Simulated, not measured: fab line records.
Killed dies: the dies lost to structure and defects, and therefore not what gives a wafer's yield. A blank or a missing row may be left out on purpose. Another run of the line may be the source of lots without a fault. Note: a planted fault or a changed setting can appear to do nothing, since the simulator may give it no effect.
A struck lot beside a sound one    flow n5 finfet    16 steps out of a route of 1938
Sound: wafers L374.2, L374.4, L374.5. Struck: wafer L385.5 (L385.1, L385.3, from the same lot, were not struck and are left out); the cause is given at the end.
Order at every step that has rows: each side's tool, ch and its chambers, its first start. Under that, the readings that differ: sound wafers    struck wafers    difference of the means    sigmas: that difference in standard deviations of wafers without a fault.
alike: readings whose means differ by less than 2 such deviations, and words and numbers that are the same on both sides. not compared: withheld readings, readings that some wafer has no value for, bounds like >300 that may hide the same value, and numbers for which the record gives no deviation and whose values overlap.
A row with sigmas, a row that says differs or no value, or rows on one side alone: a step with any of these is where the two part. Numbers that don't overlap but have no deviation are shown without sigmas and don't part them. Lack of a reading on every wafer of one side parts them only where that side has two or more wafers.

N5_BEOL_M4_SPUTTER_92: material Cu, target thk 4.5 nm, time 8.29 s.
  sound on pvd sputter-01 at day 9 04:22; struck on pvd sputter-01 at day 11 10:48
  alike: susceptor temp C, throttle valve pct
then, 2 steps without rows for these wafers: N5_BEOL_M4_ANNEAL_93 (time 240 s); N5_BEOL_M4_SPUTTER_94 (material Cu, target thk 4.5 nm, time 8.29 s).
N5_BEOL_M4_ANNEAL_95: time 240 s.
  sound on pvd sputter-01 at day 9 04:40; struck on pvd sputter-01 at day 11 11:06
  alike: heater power w, susceptor temp C
N5_BEOL_M4_SPUTTER_96: material Cu, target thk 4.5 nm, time 8.29 s.
  sound on pvd sputter-01 at day 9 04:48; struck on pvd sputter-01 at day 11 11:14
reading               sound                 struck  difference  sigmas
susceptor temp C (C)  -19.94 -19.90 -19.85  -20.17  -0.27       -2
  alike: throttle valve pct
then, 1 step without rows for these wafers: N5_BEOL_M4_ECD_50 (material Cu, target thk 300 nm).
N5_BEOL_M4_ANNEAL_51: time 90 s.
  sound on rtp anneal-02 ch 0, day 9 05:02; struck on rtp anneal-02 ch 0, day 11 11:26
  alike: wafer_temp_C_max
N5_BEOL_M4_CMP_52: polishes, stops on SiOC, t overpolish 6.8 s, target thk 40 nm.
  sound on cmp-01 ch 1,3, day 9 05:17; struck on cmp-01 ch 2, day 11 11:52
  alike: barrier field endpoint s, motor current A, overpolish run s, time to endpoint s
N5_BEOL_M4_THK_MEAS_53: measures by xrf.
  sound on film metro-01 at day 9 05:35; struck on film metro-01 at day 11 12:05
  alike: M4_THK
then, 3 steps without rows for these wafers: N5_BEOL_M4_PRE_CLEAN_60 (time 15 s); N5_BEOL_M4_CO_CAP_55 (material Co, precursor CCTBA/H2, target thk 2 nm, time 102.1 s); N5_BEOL_M4_PRE_CLEAN_56 (time 15 s).
N5_BEOL_M4_DEP_57: deposits SiCN from 3MS/NH3, target thk 8 nm, time 14 s.
  sound on pecvd-02 ch 0,1,2, day 9 05:51; struck on pecvd-02 ch 0, day 11 12:34
reading                                   sound      struck  difference  sigmas
model.SiCN_of_BEOL_M4_DEP_57.thk nm (nm)  7.8 8 8.4  7.4     -0.7        
  alike: chamber pressure Torr, showerhead plenum p Torr, throttle valve pct
N5_BEOL_M4_RS_MEAS_58: a four-point-probe measurement.
  sound on film metro-02 at day 9 05:55; struck on film metro-01 at day 11 12:38
  alike: M4_RS
N5_BEOL_M4_RC_MEAS_101:
  sound on prober-01 ch 0, day 9 06:07; struck on prober-01 ch 0, day 11 12:41
  alike: DIBL_N, DIBL_P, IOFF_N, IOFF_P, ION_N, ION_P, SS_N, SS_P, VT_N, VT_P
then, 1 step without rows for these wafers: N5_PASSIVATION_PROBE_49.

WHERE THEY PART
N5_BEOL_M4_SPUTTER_96 only, going by this record. Later steps at which nothing parts them and some readings are alike: N5_BEOL_M4_ANNEAL_51, N5_BEOL_M4_CMP_52, N5_BEOL_M4_THK_MEAS_53, N5_BEOL_M4_DEP_57, N5_BEOL_M4_RS_MEAS_58, N5_BEOL_M4_RC_MEAS_101.

WHY: whatever the simulator had introduced
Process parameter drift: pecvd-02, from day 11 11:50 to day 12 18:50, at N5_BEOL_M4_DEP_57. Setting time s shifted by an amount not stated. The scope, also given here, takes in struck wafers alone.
